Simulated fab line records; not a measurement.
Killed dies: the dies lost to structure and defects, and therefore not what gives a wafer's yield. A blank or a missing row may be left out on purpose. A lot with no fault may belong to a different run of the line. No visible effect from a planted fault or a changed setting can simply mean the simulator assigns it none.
fab line records	flow nand-harc
record lots=13	wafers=39	last-day=33
route steps=1302 shown A_DECK1_JOINT@528 A_ONON_D2@546 END@1302
lots untouched by any fault: they come from a run of this same line in which no faults occurred
start-h: hours from the record's first day to the start of the lot's first wafer shown	wait-h: how many hours have passed since the lot's step before this one	" as in the row above	L1.1+2: a row that stands for several wafers	- no value, or no start was given	* or withheld: withheld	< > ~ a bound
route shown NAME@n: a module of which the file shows steps, and the number in the route of the first	usual: mean/standard deviation taken from wafers without a fault	same: alike in all rows	chamber/n: place in a boat	sites: the reading at each site	_std_site: the standard deviation of these	_edge_site: inner sites' mean taken away from outer sites' mean	radius-mm: for every site, how far away it sits from the centre of the wafer	mask NAME#n: copy n	behind: the last tool/chamber to shape the wafer	hold: cause of the lot's hold/its duration in hours/its outcome	device: the n, p or np transistor that did not switch	end of line: the tests these same wafers got at the end of their route	a step given without rows: its recipe and nothing more	killed: dies that structure and defects cost at the first sort, which is not the same as the wafer's yield	map: a wafer's dies, marking killed ones x, the rest . and places with no die _
set.NAME: the setting the step ran with; set.NAME@STEP: the setting that earlier step ran with	model.NAME: the simulator's own value behind a step, which no gauge read
route steps across a sampled set of lots; one table per step, one row per wafer
services: when a tool's chamber went out of use (start-h, in hours from the record's first day, below 0 if earlier), for how many hours, and the reason
## steps
# step NHARC_A_DECK1_JOINT_THK_MEAS_14
# recipe thk-meas-gauge=ellipsometry
# usual thk-nm=51.2/1.4
lot.wafer	tool	chamber	start-h	wait-h	thk-nm
L737.2	film-metro-02	-	247.54	0.2	52.6
L737.3	"	-	"	"	51.8
L737.6	"	-	"	"	52.8
L739.2	film-metro-01	-	270.59	0.2	48.8
L739.3	"	-	"	"	49.0
L739.6	"	-	"	"	54.1
L740.2	film-metro-01	-	282.47	0.2	50.6
L740.4	"	-	"	"	50.1
L740.5	"	-	"	"	50.6
L742.1	film-metro-02	-	295.78	0.2	51.9
L742.4	"	-	"	"	51.1
L742.5	"	-	"	"	51.7
L743.1	film-metro-02	-	311.74	0.2	49.5
L743.2	"	-	"	"	50.8
L743.4	"	-	"	"	51.7
L746.3	film-metro-01	-	342.89	0.2	51.3
L746.5	"	-	"	"	48.4
L746.6	"	-	"	"	50.2
L750.1	film-metro-01	-	392.20	0.2	52.3
L750.5	"	-	"	"	50.4
L750.6	"	-	"	"	54.8
L752.1	film-metro-02	-	398.49	0.2	52.1
L752.5	"	-	"	"	51.6
L752.6	"	-	"	"	54.1
L755.1	film-metro-02	-	435.03	0.2	50.2
L755.3	"	-	"	"	50.3
L755.5	"	-	"	"	49.3
L757.1	film-metro-02	-	444.02	0.2	51.2
L757.2	"	-	"	"	52.7
L757.3	"	-	"	"	49.9
L758.1	film-metro-01	-	464.15	0.2	49.9
L758.3	"	-	"	"	50.9
L758.4	"	-	"	"	50.3
L759.2	film-metro-01	-	475.54	0.2	49.4
L759.4	"	-	"	"	49.5
L759.6	"	-	"	"	52.6
L760.1	film-metro-02	-	475.54	0.2	51.0
L760.3	"	-	"	"	49.6
L760.4	"	-	"	"	51.4
# step NHARC_A_DECK1_JOINT_DEP_16
# recipe target-thk-a=450	temp-c=400	pressure-torr=6.5	rf-w=900	teos-flow-sccm=161.4	flow-sccm=2650	target-thk-nm=45	gas=O2	material=SiO2
# usual heater-power-w=549/93	throttle-valve-pct=15.8/0.41
lot.wafer	tool	chamber	start-h	wait-h	heater-power-w	throttle-valve-pct
L737.2	pecvd-03	1	269.62	0.1	442	15.9
L737.3	"	2	"	"	408	16.1
L737.6	"	2	"	"	412	16.0
L739.3	pecvd-03	0	299.68	0.1	630	15.8
L739.2	"	1	"	"	433	15.9
L739.6	"	0	"	"	627	15.5
L740.2	pecvd-01	2	305.63	0.1	683	15.3
L740.4	"	1	"	"	537	16.3
L740.5	"	2	"	"	700	15.0
L742.1	pecvd-03	1	319.69	0.1	401	15.7
L742.5	"	1	"	"	411	15.9
L742.4	"	0	"	"	555	15.6
L743.1	pecvd-01	2	339.49	0.1	652	15.3
L743.2	"	1	"	"	586	16.1
L743.4	"	2	"	"	645	15.2
L746.3	pecvd-01	2	366.43	0.1	627	15.3
L746.5	"	2	"	"	641	15.3
L746.6	"	0	"	"	714	16.2
L750.1	pecvd-01	0	417.82	0.1	676	16.3
L750.5	"	0	"	"	678	16.4
L750.6	"	1	"	"	489	16.1
L752.1	pecvd-03	0	424.68	0.1	506	15.3
L752.6	"	1	"	"	398	15.8
L752.5	"	0	"	"	515	15.5
L755.3	pecvd-03	0	458.02	0.1	608	15.2
L755.1	"	1	"	"	432	15.6
L755.5	"	2	"	"	545	15.7
L757.2	pecvd-04	0	466.45	0.1	567	16.0
L757.1	"	1	"	"	478	15.5
L757.3	"	2	"	"	626	16.5
L758.1	pecvd-03	1	487.24	0.1	361	15.7
L758.3	"	2	"	"	455	15.9
L758.4	"	2	"	"	461	15.8
L759.2	pecvd-04	0	502.17	0.1	444	16.3
L759.4	"	2	"	"	619	16.5
L759.6	"	0	"	"	441	16.3
L760.3	pecvd-03	2	502.26	0.2	532	15.9
L760.1	"	0	"	"	564	15.5
L760.4	"	1	"	"	383	15.3
# step NHARC_A_DECK1_JOINT_THK_MEAS_17
# recipe thk-meas-gauge=ellipsometry
# usual thk-nm=45.2/1.2
lot.wafer	tool	chamber	start-h	wait-h	thk-nm
L737.2	film-metro-01	-	269.88	0.2	44.5
L737.3	"	-	"	"	43.1
L737.6	"	-	"	"	43.7
L739.2	film-metro-01	-	299.93	0.2	43.1
L739.3	"	-	"	"	45.1
L739.6	"	-	"	"	46.2
L740.2	film-metro-02	-	305.89	0.2	45.7
L740.4	"	-	"	"	43.8
L740.5	"	-	"	"	46.0
L742.1	film-metro-01	-	319.97	0.3	44.7
L742.4	"	-	"	"	46.8
L742.5	"	-	"	"	46.0
L743.1	film-metro-01	-	339.77	0.3	44.2
L743.2	"	-	"	"	44.3
L743.4	"	-	"	"	45.7
L746.3	film-metro-01	-	366.68	0.2	46.7
L746.5	"	-	"	"	44.8
L746.6	"	-	"	"	45.3
L750.1	film-metro-02	-	418.07	0.2	46.7
L750.5	"	-	"	"	46.8
L750.6	"	-	"	"	72.3
L752.1	film-metro-01	-	424.90	0.2	45.7
L752.5	"	-	"	"	44.7
L752.6	"	-	"	"	46.6
L755.1	film-metro-02	-	458.27	0.2	46.5
L755.3	"	-	"	"	44.4
L755.5	"	-	"	"	46.5
L757.1	film-metro-01	-	466.73	0.2	44.1
L757.2	"	-	"	"	43.8
L757.3	"	-	"	"	45.0
L758.1	film-metro-02	-	487.49	0.2	43.2
L758.3	"	-	"	"	43.2
L758.4	"	-	"	"	43.2
L759.2	film-metro-02	-	502.42	0.2	45.5
L759.4	"	-	"	"	45.0
L759.6	"	-	"	"	45.3
L760.1	film-metro-02	-	502.53	0.2	45.7
L760.3	"	-	"	"	46.5
L760.4	"	-	"	"	45.7
# step NHARC_A_ONON_D2_THK_MEAS_02
# recipe thk-meas-gauge=ellipsometry
# usual thk-nm=999/9.8
lot.wafer	tool	chamber	start-h	wait-h	thk-nm
L737.2	film-metro-02	-	270.49	-	996
L737.3	"	-	"	"	996
L737.6	"	-	"	"	996
L739.2	film-metro-02	-	300.54	-	992
L739.3	"	-	"	"	993
L739.6	"	-	"	"	994
L740.2	film-metro-01	-	306.50	-	1008
L740.4	"	-	"	"	1005
L740.5	"	-	"	"	1006
L742.1	film-metro-01	-	320.57	-	995
L742.4	"	-	"	"	992
L742.5	"	-	"	"	994
L743.1	film-metro-02	-	340.38	-	989
L743.2	"	-	"	"	987
L743.4	"	-	"	"	987
L746.3	film-metro-02	-	367.30	-	989
L746.5	"	-	"	"	989
L746.6	"	-	"	"	990
L750.1	film-metro-01	-	418.68	-	993
L750.5	"	-	"	"	993
L750.6	"	-	"	"	992
L752.1	film-metro-02	-	425.52	-	1004
L752.5	"	-	"	"	1006
L752.6	"	-	"	"	1004
L755.1	film-metro-02	-	458.89	-	997
L755.3	"	-	"	"	994
L755.5	"	-	"	"	997
L757.1	film-metro-01	-	467.35	-	985
L757.2	"	-	"	"	986
L757.3	"	-	"	"	984
L758.1	film-metro-02	-	488.11	-	1007
L758.3	"	-	"	"	1007
L758.4	"	-	"	"	1008
L759.2	film-metro-01	-	503.04	-	999
L759.4	"	-	"	"	997
L759.6	"	-	"	"	1000
L760.1	film-metro-01	-	503.14	-	998
L760.3	"	-	"	"	998
L760.4	"	-	"	"	996
# step NHARC_A_ONON_D2_THK_MEAS_18
# recipe thk-meas-gauge=ellipsometry
# usual thk-nm=1002/11
lot.wafer	tool	chamber	start-h	wait-h	thk-nm
L737.2	film-metro-02	-	280.19	-	1001
L737.3	"	-	"	"	1000
L737.6	"	-	"	"	1002
L739.2	film-metro-01	-	312.49	-	1002
L739.3	"	-	"	"	1003
L739.6	"	-	"	"	1004
L740.2	film-metro-02	-	316.11	-	995
L740.4	"	-	"	"	993
L740.5	"	-	"	"	997
L742.1	film-metro-02	-	330.22	-	991
L742.4	"	-	"	"	990
L742.5	"	-	"	"	991
L743.1	film-metro-02	-	350.00	-	996
L743.2	"	-	"	"	999
L743.4	"	-	"	"	998
L746.3	film-metro-01	-	379.04	-	1000
L746.5	"	-	"	"	999
L746.6	"	-	"	"	1000
L750.1	film-metro-02	-	429.34	-	1022
L750.5	"	-	"	"	1021
L750.6	"	-	"	"	1021
L752.1	film-metro-01	-	435.52	-	1023
L752.5	"	-	"	"	1020
L752.6	"	-	"	"	1021
L755.1	film-metro-02	-	470.13	-	995
L755.3	"	-	"	"	996
L755.5	"	-	"	"	995
L757.1	film-metro-01	-	478.85	-	997
L757.2	"	-	"	"	997
L757.3	"	-	"	"	997
L758.1	film-metro-01	-	498.40	-	1019
L758.3	"	-	"	"	1019
L758.4	"	-	"	"	1018
L759.2	film-metro-01	-	513.25	-	984
L759.4	"	-	"	"	984
L759.6	"	-	"	"	982
L760.1	film-metro-02	-	513.25	-	993
L760.3	"	-	"	"	994
L760.4	"	-	"	"	992
# step NHARC_END_SORT_01
# recipe temp-c=25
# usual killed-at-array=55/17	killed-at-other=1.1/1.4	killed-at-periphery=3.9/3	killed-dies=59/17	killed-open=3.5/2	killed-short=2.6/1.6
# same gross-dies=677
lot.wafer	tool	chamber	start-h	wait-h	killed-at-array	killed-at-other	killed-at-periphery	killed-dies	killed-open	killed-short
L737.2	prober-01	0	573.68	2.8	70	0	4	74	4	4
L737.3	prober-01	0	574.47	3.1	62	1	4	67	2	3
L737.6	prober-01	0	576.84	4.0	62	0	6	68	5	2
L739.2	prober-02	0	591.92	2.8	79	0	3	82	1	3
L739.3	prober-02	0	592.72	3.1	61	0	5	66	5	6
L739.6	prober-02	0	595.10	4.0	67	0	1	68	2	1
L740.2	prober-01	0	591.97	2.8	51	0	3	54	5	3
L740.4	prober-01	0	593.56	3.4	38	0	2	40	2	3
L740.5	prober-01	0	594.36	3.7	28	0	5	33	2	0
L742.1	prober-02	0	611.18	2.5	45	1	8	54	3	0
L742.4	prober-02	0	613.61	3.4	51	2	6	59	4	2
L742.5	prober-02	0	614.42	3.7	54	2	5	61	4	1
L743.1	prober-02	0	635.13	2.5	45	1	2	48	4	1
L743.2	prober-02	0	635.94	2.8	50	0	2	52	6	2
L743.4	prober-02	0	637.56	3.4	40	3	1	44	4	2
L746.3	prober-02	0	658.07	3.1	60	0	3	63	3	4
L746.5	prober-02	0	659.67	3.7	50	3	3	56	1	4
L746.6	prober-02	0	660.47	4.0	49	1	2	52	0	6
L750.1	prober-01	0	704.85	2.5	74	0	2	76	9	3
L750.5	prober-01	0	708.01	3.7	56	0	2	58	3	3
L750.6	prober-01	0	708.80	4.0	59	1	2	62	4	2
L752.1	prober-02	0	709.97	2.4	55	0	0	55	2	1
L752.5	prober-02	0	713.20	3.7	60	0	0	60	2	3
L752.6	prober-02	0	714.01	4.0	54	0	2	56	2	2
L755.1	prober-02	0	737.09	2.5	67	0	6	73	5	0
L755.3	prober-02	0	738.72	3.1	76	0	5	81	2	3
L755.5	prober-02	0	740.35	3.8	73	0	7	80	3	1
L757.1	prober-01	0	752.64	2.5	45	1	3	49	7	3
L757.2	prober-01	0	753.44	2.8	32	0	1	33	1	4
L757.3	prober-01	0	754.24	3.1	27	0	6	33	5	1
L758.1	prober-02	0	779.76	2.6	53	0	3	56	2	2
L758.3	prober-02	0	781.37	3.1	52	1	11	64	1	3
L758.4	prober-02	0	782.17	3.4	55	3	11	69	4	5
L760.1	prober-02	0	788.18	2.5	61	0	5	66	5	1
L760.3	prober-02	0	789.79	3.1	53	2	3	58	4	1
L760.4	prober-02	0	790.59	3.4	54	2	3	59	3	3
L759.2	prober-01	0	788.95	2.8	68	4	2	74	4	0
L759.4	prober-01	0	790.56	3.4	58	1	5	64	0	3
L759.6	prober-01	0	792.18	4.0	57	0	1	58	3	2
# killed by level:class
L737.2 A_SLIT:chamber-film-flake=26 A_CHANNEL_HOLE_D2:chamber-film-flake=22 A_STAIRCASE:chamber-film-flake=6 A_CONTACT:unspecified=6 A_CHANNEL_FILL_D1:geometric-particle:short=2 A_CHANNEL_FILL_D1:geometric-particle:open=2 P_M2:chamber-film-flake=2 A_ONON_D1:geometric-particle:open=1
L737.3 A_SLIT:chamber-film-flake=23 A_CHANNEL_HOLE_D2:chamber-film-flake=22 A_STAIRCASE:chamber-film-flake=5 A_CONTACT:chamber-film-flake=3 A_BONDPAD:chamber-film-flake=2 P_GATE:geometric-particle:open=1 A_ONON_D1:geometric-particle:short=1 A_ONON_D2:geometric-particle:short=1
L737.6 A_CHANNEL_HOLE_D2:chamber-film-flake=25 A_SLIT:chamber-film-flake=21 A_CONTACT:chamber-film-flake=3 A_BONDPAD:chamber-film-flake=3 P_ZERO_WELL:chamber-film-flake=2 P_M2:chamber-film-flake=2 A_STAIRCASE:chamber-film-flake=2 A_CONTACT:unspecified=2
L739.2 A_CHANNEL_HOLE_D2:chamber-film-flake=29 A_SLIT:chamber-film-flake=27 A_CHANNEL_HOLE_D1:chamber-film-flake=13 A_STAIRCASE:chamber-film-flake=3 A_M0:geometric-particle:short=2 A_CONTACT:chamber-film-flake=2 A_DECK1_JOINT:geometric-particle:open=1 A_CHANNEL_FILL_D2:geometric-particle:short=1
L740.2 A_CHANNEL_HOLE_D1:chamber-film-flake=27 A_CHANNEL_HOLE_D2:chamber-film-flake=5 A_BONDPAD:chamber-film-flake=5 A_STAIRCASE:chamber-film-flake=4 A_ONON_D1:geometric-particle:short=2 A_M0:geometric-particle:open=2 A_CONTACT:chamber-film-flake=2 P_M0:geometric-particle:open=1
L739.3 A_SLIT:chamber-film-flake=25 A_CHANNEL_HOLE_D1:chamber-film-flake=10 A_CHANNEL_HOLE_D2:chamber-film-flake=9 A_STAIRCASE:chamber-film-flake=3 P_CONTACT:geometric-particle:open=2 A_CHANNEL_FILL_D2:geometric-particle:short=2 A_ZERO_WELL:chamber-film-flake=2 A_CONTACT:chamber-film-flake=2
L740.4 A_CHANNEL_HOLE_D1:chamber-film-flake=18 A_STAIRCASE:chamber-film-flake=6 A_CHANNEL_HOLE_D2:chamber-film-flake=5 A_CHANNEL_FILL_D1:geometric-particle:open=2 A_BONDPAD:chamber-film-flake=2 A_ONON_D1:geometric-particle:short=1 A_CHANNEL_FILL_D1:geometric-particle:short=1 A_SLIT:geometric-particle:short=1
L740.5 A_CHANNEL_HOLE_D1:chamber-film-flake=15 P_GATE:chamber-film-flake=4 A_STAIRCASE:chamber-film-flake=4 A_CHANNEL_HOLE_D2:chamber-film-flake=3 A_CONTACT:chamber-film-flake=2 A_CHANNEL_FILL_D1:geometric-particle:open=1 A_M0:geometric-particle:open=1 P_STI:chamber-film-flake=1
L739.6 A_SLIT:chamber-film-flake=31 A_CHANNEL_HOLE_D2:chamber-film-flake=16 A_CHANNEL_HOLE_D1:chamber-film-flake=11 A_STAIRCASE:chamber-film-flake=3 A_CONTACT:chamber-film-flake=3 P_CONTACT:geometric-particle:open=1 A_ONON_D1:geometric-particle:short=1 A_M1:geometric-particle:open=1
L742.1 A_SLIT:chamber-film-flake=23 A_CHANNEL_HOLE_D2:chamber-film-flake=11 P_GATE:chamber-film-flake=5 A_CHANNEL_HOLE_D1:chamber-film-flake=5 P_CONTACT:geometric-particle:open=2 A_DECK1_JOINT:chamber-film-flake=2 A_CONTACT:chamber-film-flake=2 A_M0:geometric-particle:open=1
L742.4 A_SLIT:chamber-film-flake=35 A_CHANNEL_HOLE_D2:chamber-film-flake=8 P_GATE:chamber-film-flake=2 A_CHANNEL_HOLE_D1:chamber-film-flake=2 THIN_TSV:chamber-film-flake=2 P_CONTACT:geometric-particle:short=1 P_CONTACT:geometric-particle:open=1 A_ONON_D1:geometric-particle:open=1
L742.5 A_SLIT:chamber-film-flake=31 A_CHANNEL_HOLE_D2:chamber-film-flake=14 P_GATE:chamber-film-flake=3 A_CONTACT:chamber-film-flake=3 A_CHANNEL_HOLE_D1:chamber-film-flake=2 P_CONTACT:geometric-particle:open=1 P_M0:geometric-particle:open=1 A_CHANNEL_HOLE_D1:geometric-particle:short=1
L743.1 A_CHANNEL_HOLE_D2:chamber-film-flake=22 A_CHANNEL_HOLE_D1:chamber-film-flake=6 A_STAIRCASE:chamber-film-flake=6 A_ZERO_WELL:chamber-film-flake=3 P_GATE:chamber-film-flake=2 A_CHANNEL_FILL_D2:chamber-film-flake=2 A_ONON_D1:geometric-particle:open=1 A_DECK1_JOINT:geometric-particle:short=1
L743.2 A_CHANNEL_HOLE_D2:chamber-film-flake=20 A_ZERO_WELL:chamber-film-flake=9 A_CHANNEL_HOLE_D1:chamber-film-flake=6 A_STAIRCASE:chamber-film-flake=5 A_SLIT:chamber-film-flake=2 P_CONTACT:geometric-particle:open=1 P_M1:geometric-particle:open=1 A_ONON_D1:geometric-particle:short=1
L743.4 A_CHANNEL_HOLE_D2:chamber-film-flake=21 A_STAIRCASE:chamber-film-flake=5 A_CHANNEL_FILL_D2:chamber-film-flake=3 THIN_TSV:chamber-film-flake=3 A_CHANNEL_HOLE_D1:chamber-film-flake=2 A_WL_FILL:chamber-film-flake=2 P_M1:geometric-particle:open=1 A_ONON_D1:geometric-particle:open=1
L746.3 A_SLIT:chamber-film-flake=31 A_CHANNEL_HOLE_D2:chamber-film-flake=10 A_CHANNEL_HOLE_D1:chamber-film-flake=5 A_WL_FILL:chamber-film-flake=3 A_CONTACT:chamber-film-flake=3 A_M0:geometric-particle:short=2 P_BONDPAD:chamber-film-flake=2 A_ONON_D1:geometric-particle:short=1
L746.5 A_SLIT:chamber-film-flake=25 A_CHANNEL_HOLE_D2:chamber-film-flake=11 A_CHANNEL_HOLE_D1:chamber-film-flake=5 THIN_TSV:chamber-film-flake=3 A_ZERO_WELL:chamber-film-flake=2 A_DECK1_JOINT:chamber-film-flake=2 P_GATE:geometric-particle:short=1 P_M0:geometric-particle:open=1
L746.6 A_SLIT:chamber-film-flake=25 A_CHANNEL_HOLE_D2:chamber-film-flake=10 A_CHANNEL_HOLE_D1:chamber-film-flake=5 A_ONON_D2:geometric-particle:short=2 A_CONTACT:chamber-film-flake=2 P_M1:geometric-particle:short=1 A_SLIT:geometric-particle:short=1 A_WL_FILL:geometric-particle:short=1
L750.1 A_SLIT:chamber-film-flake=36 A_CHANNEL_HOLE_D2:chamber-film-flake=14 A_CHANNEL_HOLE_D1:chamber-film-flake=11 A_CHANNEL_FILL_D1:geometric-particle:open=2 A_ONON_D2:geometric-particle:open=2 P_CONTACT:geometric-particle:open=1 P_M1:geometric-particle:open=1 A_SOURCE_PLATE:geometric-particle:short=1
L750.5 A_SLIT:chamber-film-flake=28 A_CHANNEL_HOLE_D2:chamber-film-flake=12 A_CHANNEL_HOLE_D1:chamber-film-flake=5 A_CONTACT:chamber-film-flake=3 A_STAIRCASE:chamber-film-flake=2 P_M0:geometric-particle:short=1 A_DECK1_JOINT:geometric-particle:open=1 A_ONON_D2:geometric-particle:open=1
L750.6 A_SLIT:chamber-film-flake=27 A_CHANNEL_HOLE_D2:chamber-film-flake=16 A_CHANNEL_HOLE_D1:chamber-film-flake=8 A_CONTACT:chamber-film-flake=2 P_M2:geometric-particle:open=1 A_SOURCE_PLATE:geometric-particle:open=1 A_DECK1_JOINT:geometric-particle:short=1 A_CONTACT:geometric-particle:open=1
L752.1 A_CHANNEL_HOLE_D1:chamber-film-flake=24 A_CHANNEL_HOLE_D2:chamber-film-flake=21 A_SLIT:chamber-film-flake=2 A_CONTACT:chamber-film-flake=2 A_CHANNEL_FILL_D1:geometric-particle:open=1 A_DECK1_JOINT:geometric-particle:short=1 A_CHANNEL_FILL_D2:geometric-particle:open=1 A_DECK1_JOINT:chamber-film-flake=1
L752.5 A_CHANNEL_HOLE_D2:chamber-film-flake=26 A_CHANNEL_HOLE_D1:chamber-film-flake=23 A_SLIT:chamber-film-flake=2 A_ONON_D1:geometric-particle:short=1 A_CHANNEL_HOLE_D1:geometric-particle:short=1 A_DECK1_JOINT:geometric-particle:open=1 A_CHANNEL_FILL_D2:geometric-particle:short=1 A_BLC:geometric-particle:open=1
L752.6 A_CHANNEL_HOLE_D2:chamber-film-flake=26 A_CHANNEL_HOLE_D1:chamber-film-flake=14 A_CONTACT:chamber-film-flake=5 A_DECK1_JOINT:chamber-film-flake=3 P_CONTACT:geometric-particle:short=1 A_CHANNEL_FILL_D1:geometric-particle:open=1 A_CONTACT:geometric-particle:open=1 A_M0:geometric-particle:short=1
L755.1 A_SLIT:chamber-film-flake=37 A_CHANNEL_HOLE_D1:chamber-film-flake=18 A_STAIRCASE:chamber-film-flake=3 P_ZERO_WELL:chamber-film-flake=2 P_M2:chamber-film-flake=2 A_M0:chamber-film-flake=2 P_CONTACT:geometric-particle:open=1 A_CHANNEL_HOLE_D1:geometric-particle:open=1
L755.3 A_SLIT:chamber-film-flake=39 A_CHANNEL_HOLE_D1:chamber-film-flake=25 A_STAIRCASE:chamber-film-flake=4 A_WL_FILL:chamber-film-flake=3 A_CHANNEL_HOLE_D1:geometric-particle:short=2 P_BONDPAD:chamber-film-flake=2 P_M1:geometric-particle:open=1 A_ONON_D1:geometric-particle:short=1
L755.5 A_SLIT:chamber-film-flake=37 A_CHANNEL_HOLE_D1:chamber-film-flake=26 P_M2:chamber-film-flake=3 A_M0:chamber-film-flake=3 P_CONTACT:chamber-film-flake=2 A_STAIRCASE:chamber-film-flake=2 A_WL_FILL:chamber-film-flake=2 P_M0:geometric-particle:open=1
L757.1 A_CHANNEL_HOLE_D1:chamber-film-flake=23 A_STAIRCASE:chamber-film-flake=5 A_CONTACT:chamber-film-flake=5 A_CHANNEL_HOLE_D2:chamber-film-flake=3 P_M1:geometric-particle:open=2 A_WL_FILL:geometric-particle:short=2 A_SLIT:chamber-film-flake=2 P_CONTACT:geometric-particle:open=1
L757.2 A_CHANNEL_HOLE_D1:chamber-film-flake=17 A_STAIRCASE:chamber-film-flake=5 A_CONTACT:chamber-film-flake=2 A_SOURCE_PLATE:geometric-particle:short=1 A_DECK1_JOINT:geometric-particle:short=1 A_WL_FILL:geometric-particle:short=1 A_M0:geometric-particle:short=1 A_M0:geometric-particle:open=1
L757.3 A_CHANNEL_HOLE_D1:chamber-film-flake=18 P_M1:geometric-particle:open=2 A_STAIRCASE:chamber-film-flake=2 A_CONTACT:chamber-film-flake=2 P_GATE:geometric-particle:open=1 A_ONON_D1:geometric-particle:short=1 A_WL_FILL:geometric-particle:open=1 A_BLC:geometric-particle:open=1
L758.1 A_CHANNEL_HOLE_D2:chamber-film-flake=22 A_CHANNEL_HOLE_D1:chamber-film-flake=12 A_CONTACT:chamber-film-flake=8 A_SLIT:chamber-film-flake=7 A_STAIRCASE:chamber-film-flake=2 P_M0:geometric-particle:short=1 P_M2:geometric-particle:short=1 A_ONON_D1:geometric-particle:open=1
L758.3 A_CHANNEL_HOLE_D2:chamber-film-flake=18 A_CHANNEL_HOLE_D1:chamber-film-flake=17 A_CONTACT:chamber-film-flake=8 P_GATE:chamber-film-flake=6 A_SLIT:chamber-film-flake=5 P_STI:chamber-film-flake=2 P_M2:geometric-particle:open=1 P_M2:geometric-particle:short=1
L758.4 A_CHANNEL_HOLE_D2:chamber-film-flake=24 A_CONTACT:chamber-film-flake=11 A_CHANNEL_HOLE_D1:chamber-film-flake=10 P_GATE:chamber-film-flake=5 THIN_TSV:chamber-film-flake=3 A_STAIRCASE:chamber-film-flake=3 P_M0:geometric-particle:short=2 P_STI:chamber-film-flake=2
L760.1 A_SLIT:chamber-film-flake=33 A_CONTACT:chamber-film-flake=12 A_CHANNEL_HOLE_D1:chamber-film-flake=4 A_CHANNEL_FILL_D2:chamber-film-flake=4 A_ONON_D1:geometric-particle:open=2 A_BLC:geometric-particle:open=2 P_GATE:chamber-film-flake=2 P_M2:chamber-film-flake=2
L759.2 A_CHANNEL_HOLE_D2:chamber-film-flake=27 A_CHANNEL_HOLE_D1:chamber-film-flake=21 A_SLIT:chamber-film-flake=8 A_CONTACT:chamber-film-flake=5 HYBRID_BOND:chamber-film-flake=4 A_STAIRCASE:chamber-film-flake=3 P_CONTACT:geometric-particle:open=1 P_M1:geometric-particle:open=1
L760.3 A_SLIT:chamber-film-flake=30 A_CONTACT:chamber-film-flake=11 A_CHANNEL_FILL_D2:chamber-film-flake=4 A_ONON_D1:geometric-particle:open=2 P_GATE:chamber-film-flake=2 A_CHANNEL_HOLE_D1:geometric-particle:open=1 A_CHANNEL_FILL_D1:geometric-particle:open=1 P_M2:chamber-film-flake=1
L759.4 A_CHANNEL_HOLE_D2:chamber-film-flake=34 A_CHANNEL_HOLE_D1:chamber-film-flake=13 A_SLIT:chamber-film-flake=6 P_GATE:chamber-film-flake=2 A_STAIRCASE:chamber-film-flake=2 P_GATE:geometric-particle:short=1 A_ONON_D2:geometric-particle:short=1 A_WL_FILL:geometric-particle:short=1
L760.4 A_SLIT:chamber-film-flake=33 A_CONTACT:chamber-film-flake=8 A_CHANNEL_HOLE_D1:chamber-film-flake=5 A_CHANNEL_FILL_D2:geometric-particle:open=2 A_WL_FILL:chamber-film-flake=2 THIN_TSV:chamber-film-flake=2 P_M1:geometric-particle:open=1 A_ONON_D1:geometric-particle:short=1
L759.6 A_CHANNEL_HOLE_D2:chamber-film-flake=25 A_CHANNEL_HOLE_D1:chamber-film-flake=14 A_SLIT:chamber-film-flake=8 A_CONTACT:chamber-film-flake=4 P_M1:geometric-particle:open=1 A_ONON_D2:geometric-particle:short=1 A_ONON_D2:geometric-particle:open=1 A_STAIRCASE:geometric-particle:short=1
## services
tool	chamber	start-h	hours	kind
pecvd-04	-	269.17	13.0	pm
pecvd-04	-	304.90	5.4	repair
pecvd-01	-	311.00	13.0	pm
pecvd-01	0	311.00	13.0	vent-cycle
pecvd-01	1	311.00	13.0	vent-cycle
pecvd-01	2	311.00	13.0	vent-cycle
pecvd-01	0	324.00	-	clean
pecvd-01	1	324.00	-	clean
pecvd-01	2	324.00	-	clean
pecvd-03	-	330.86	0.7	repair
pecvd-04	-	337.80	1.7	repair
pecvd-03	-	366.12	13.0	pm
pecvd-03	0	366.12	13.0	vent-cycle
pecvd-03	1	366.12	13.0	vent-cycle
pecvd-03	2	366.12	13.0	vent-cycle
pecvd-03	0	379.12	-	clean
pecvd-03	1	379.12	-	clean
pecvd-03	2	379.12	-	clean
pecvd-03	0	379.88	7.6	repair
pecvd-03	1	387.31	5.2	repair
pecvd-04	2	399.33	13.2	repair
pecvd-01	-	442.21	0.7	repair
pecvd-04	-	450.17	13.0	pm
pecvd-01	-	492.00	13.0	pm
## key
first-sign step=NHARC_A_DECK1_JOINT_THK_MEAS_17	reading=thk-nm	direction=up	sigmas=23	usual=45.2	struck=72.3
effect none on later readings
met-at NHARC_A_DECK1_JOINT_DEP_16
struck-lots L750
struck-wafers L750.6
tester-left-out L750
not-acting-at NHARC_A_DECK1_JOINT_THK_MEAS_14,NHARC_A_ONON_D2_THK_MEAS_02,NHARC_A_ONON_D2_THK_MEAS_18
onset-between 366.43 417.82
fault kind=process-parameter-drift	tool=pecvd-01	chamber=-	onset-h=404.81	steps=NHARC_A_DECK1_JOINT_DEP_16	channel=target-thk-nm	offset=25.65	shape=step	end-h=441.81	scope=struck-wafers-only	acts-in=these-recipes-only	stated=45
# tester-left-out: of these lots the tester's yield and bins aren't shown, on N5 and GAA mostly nor the transistor test; their killed dies are dies lost to structure and defects alone, not to doping, threshold or leakage, so they don't give the yield
